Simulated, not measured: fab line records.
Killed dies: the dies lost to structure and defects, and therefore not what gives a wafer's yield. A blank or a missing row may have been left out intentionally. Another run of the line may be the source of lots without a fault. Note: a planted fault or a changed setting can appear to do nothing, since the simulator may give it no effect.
Matching of chambers / flow n5_finfet / 4 sister chambers for N5_BEOL_M6_ALD_77 on ald_metal-02
The step deposits TaN, target thk 2 nm, pulse time 2 s, purge time 3 s. 16 wafers are shown with their chamber, then 8 later ones without.

== EACH WAFER AND ITS CHAMBER ==
wafer=L075.2; chamber=2; heater_power_w (W)=473
wafer=L075.4; chamber=0; heater_power_w (W)=356
wafer=L075.5; chamber=1; heater_power_w (W)=465
wafer=L076.4; chamber=0; heater_power_w (W)=337
wafer=L076.5; chamber=0; heater_power_w (W)=347
wafer=L076.6; chamber=3; heater_power_w (W)=459
wafer=L079.1; chamber=2; heater_power_w (W)=472
wafer=L079.3; chamber=0; heater_power_w (W)=340
wafer=L079.4; chamber=3; heater_power_w (W)=463
wafer=L090.3; chamber=2; heater_power_w (W)=474
wafer=L090.5; chamber=1; heater_power_w (W)=481
wafer=L090.6; chamber=0; heater_power_w (W)=347
wafer=L095.4; chamber=0; heater_power_w (W)=339
wafer=L095.5; chamber=0; heater_power_w (W)=352
wafer=L095.6; chamber=1; heater_power_w (W)=472
wafer=L097.3; chamber=1; heater_power_w (W)=473

SIGNATURES (averages over the wafers above)
reading=heater_power_w; chamber 0=345.43; chamber 1=472.75; chamber 2=473.00; chamber 3=461.00; scatter within a chamber=6.06
Rule: a wafer's distance from a chamber is the root of the sum, over the readings, of the square of ((its reading less the chamber's mean) divided by the reading's scatter). The wafer belongs to the nearest chamber; if the next one is less than 2 further off, it can't be placed. The scatter: the root of (the sum of the squares of (reading less its chamber's mean) over the shown wafers, divided by (wafers less chambers)).

== WAFERS WHOSE CHAMBER IS MISSING ==
wafer=L097.4; heater_power_w (W)=459
wafer=L097.5; heater_power_w (W)=480
wafer=L094.1; heater_power_w (W)=476
wafer=L094.5; heater_power_w (W)=484
wafer=L094.6; heater_power_w (W)=346
wafer=L096.3; heater_power_w (W)=478
wafer=L096.4; heater_power_w (W)=354
wafer=L096.6; heater_power_w (W)=340

== WHICH CHAMBER EACH WENT THROUGH ==
wafer=L097.4; from the rows above=can't be placed: 3 or 1 or 2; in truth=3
wafer=L097.5; from the rows above=can't be placed: 2 or 1 or 3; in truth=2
wafer=L094.1; from the rows above=can't be placed: 2 or 1 or 3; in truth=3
wafer=L094.5; from the rows above=can't be placed: 2 or 1 or 3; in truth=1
wafer=L094.6; from the rows above=0; in truth=0
wafer=L096.3; from the rows above=can't be placed: 2 or 1 or 3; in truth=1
wafer=L096.4; from the rows above=0; in truth=0
wafer=L096.6; from the rows above=0; in truth=0
3 of 8 placed correctly. Unplaceable from these rows: 5, with the true chamber sitting among the candidates in 5. Wrongly placed: 0.
